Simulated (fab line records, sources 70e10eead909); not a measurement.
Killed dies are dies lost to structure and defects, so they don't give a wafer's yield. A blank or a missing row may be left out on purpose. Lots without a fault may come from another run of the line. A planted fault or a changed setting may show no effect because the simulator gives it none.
Tool commonality check | flow nand_harc | 13 lots, 38 wafers sampled

WHY IT WAS OPENED
At NHARC_P_M0_CD_MEAS_09 the reading cd_nm is flagged on 1 of 13 lots. Wafers without a fault read 90.3 nm, standard deviation 0.72.
Rule: a lot is flagged when every wafer of it that has a number lies more than 4 standard deviations from that mean, or none has a number. The other lots count as sound.

lot  | measured     | on        | cd_nm (nm), wafer by wafer | flag
L672 | day 5 21:46  | cd_sem-03 | 89.3 90.4 90.8             |
L673 | day 6 11:02  | cd_sem-02 | 90.4 90.2 89.7             |
L676 | day 6 15:01  | cd_sem-02 | 90.2 89.8 90.8             |
L675 | day 6 15:59  | cd_sem-03 | 89.7 90.6 90.5             |
L681 | day 7 22:29  | cd_sem-02 | 90.2 89.9 90.0             |
L682 | day 8 06:05  | cd_sem-02 | 89.4 89.9 90.1             |
L687 | day 9 00:57  | cd_sem-01 | 91.0 89.9 89.8             |
L685 | day 9 01:29  | cd_sem-02 | 67.7 67.5                  | FLAGGED
L686 | day 9 21:44  | cd_sem-03 | 89.5 90.6 90.7             |
L688 | day 10 02:39 | cd_sem-03 | 90.4 90.3 90.1             |
L689 | day 10 07:43 | cd_sem-03 | 90.4 91.2 90.6             |
L694 | day 11 07:13 | cd_sem-02 | 90.0 89.1 90.3             |
L695 | day 11 07:30 | cd_sem-01 | 90.3 89.6 89.1             |
The numbers of the flagged lots are 67.6 nm on average: -22.7 nm against the usual, or -32 standard deviations.

WHICH TOOL RAN EACH LOT
The record holds 2 process steps before the reading, out of a route of 1159 steps. In each cell: the tool, then ch and the chambers that the sampled wafers went through, then the start.
lot  | flag    | NHARC_P_CONTACT_ALD_22             | NHARC_P_M0_EXPOSE_06
L672 |         | ald_metal-01 ch 1,2, day 5 19:37   | arfi_scanner-01 ch 0, day 5 21:37
L673 |         | ald_metal-04 ch 0,1,3, day 6 04:47 | arfi_scanner-01 ch 0, day 6 10:53
L676 |         | ald_metal-02 ch 0,1,2, day 6 12:52 | arfi_scanner-03 ch 0, day 6 14:52
L675 |         | ald_metal-01 ch 0,1,2, day 6 13:34 | arfi_scanner-01 ch 0, day 6 15:51
L681 |         | ald_metal-04 ch 0,2,3, day 7 17:26 | arfi_scanner-02 ch 0, day 7 22:20
L682 |         | ald_metal-01 ch 0,1,2, day 8 03:56 | arfi_scanner-03 ch 0, day 8 05:56
L687 |         | ald_metal-01 ch 0,2,3, day 8 22:04 | arfi_scanner-02 ch 0, day 9 00:49
L685 | FLAGGED | ald_metal-04 ch 1, day 8 23:13     | arfi_scanner-03 ch 0, day 9 01:22
L686 |         | ald_metal-04 ch 0,1, day 9 07:08   | arfi_scanner-02 ch 0, day 9 21:36
L688 |         | ald_metal-02 ch 0,3, day 9 18:27   | arfi_scanner-02 ch 0, day 10 02:31
L689 |         | ald_metal-02 ch 1,2,3, day 9 22:14 | arfi_scanner-02 ch 0, day 10 07:34
L694 |         | ald_metal-01 ch 0,1, day 11 03:49  | arfi_scanner-01 ch 0, day 11 07:05
L695 |         | ald_metal-02 ch 0,3, day 11 04:35  | arfi_scanner-03 ch 0, day 11 07:22
What these steps do:
- NHARC_P_CONTACT_ALD_22: deposits TiN, target thk 3 nm, pulse time 1 s, ald cycles 150.
- NHARC_P_M0_EXPOSE_06: exposes mask P M0, target cd 90 nm.
- NHARC_P_M0_CD_MEAS_09: target cd 90 nm.

FLAGGED OVER TOTAL, TOOL BY TOOL (the gauges that took the reading come last)
step                   | tool            | lots run | flagged | share of the flagged lots | sound lots run after its first flagged lot
NHARC_P_CONTACT_ALD_22 | ald_metal-01    | 5        | 0       | none                      | -
NHARC_P_CONTACT_ALD_22 | ald_metal-02    | 4        | 0       | none                      | -
NHARC_P_CONTACT_ALD_22 | ald_metal-04    | 4        | 1       | all                       | 1 (L686)
NHARC_P_M0_EXPOSE_06   | arfi_scanner-01 | 4        | 0       | none                      | -
NHARC_P_M0_EXPOSE_06   | arfi_scanner-02 | 5        | 0       | none                      | -
NHARC_P_M0_EXPOSE_06   | arfi_scanner-03 | 4        | 1       | all                       | 1 (L695)
NHARC_P_M0_CD_MEAS_09  | cd_sem-01       | 2        | 0       | none                      | -
NHARC_P_M0_CD_MEAS_09  | cd_sem-02       | 6        | 1       | all                       | 1 (L694)
NHARC_P_M0_CD_MEAS_09  | cd_sem-03       | 5        | 0       | none                      | -

WHAT THE TABLE ALLOWS
3 rows of the table ran every flagged lot: ald_metal-04 at NHARC_P_CONTACT_ALD_22, arfi_scanner-03 at NHARC_P_M0_EXPOSE_06, cd_sem-02 at NHARC_P_M0_CD_MEAS_09.
- ald_metal-04 at NHARC_P_CONTACT_ALD_22: 1 of its 4 lots flagged. Sound lots ran on it after the first flagged one (L686), which a lasting fault on the whole tool wouldn't allow.
- arfi_scanner-03 at NHARC_P_M0_EXPOSE_06: 1 of its 4 lots flagged. Sound lots ran on it after the first flagged one (L695), which a lasting fault on the whole tool wouldn't allow.
- cd_sem-02 at NHARC_P_M0_CD_MEAS_09: 1 of its 6 lots flagged. Sound lots ran on it after the first flagged one (L694), which a lasting fault on the whole tool wouldn't allow.
No row of the table ran every flagged lot and no sound lot after the first.

WHAT THE SIMULATOR HAD PUT IN
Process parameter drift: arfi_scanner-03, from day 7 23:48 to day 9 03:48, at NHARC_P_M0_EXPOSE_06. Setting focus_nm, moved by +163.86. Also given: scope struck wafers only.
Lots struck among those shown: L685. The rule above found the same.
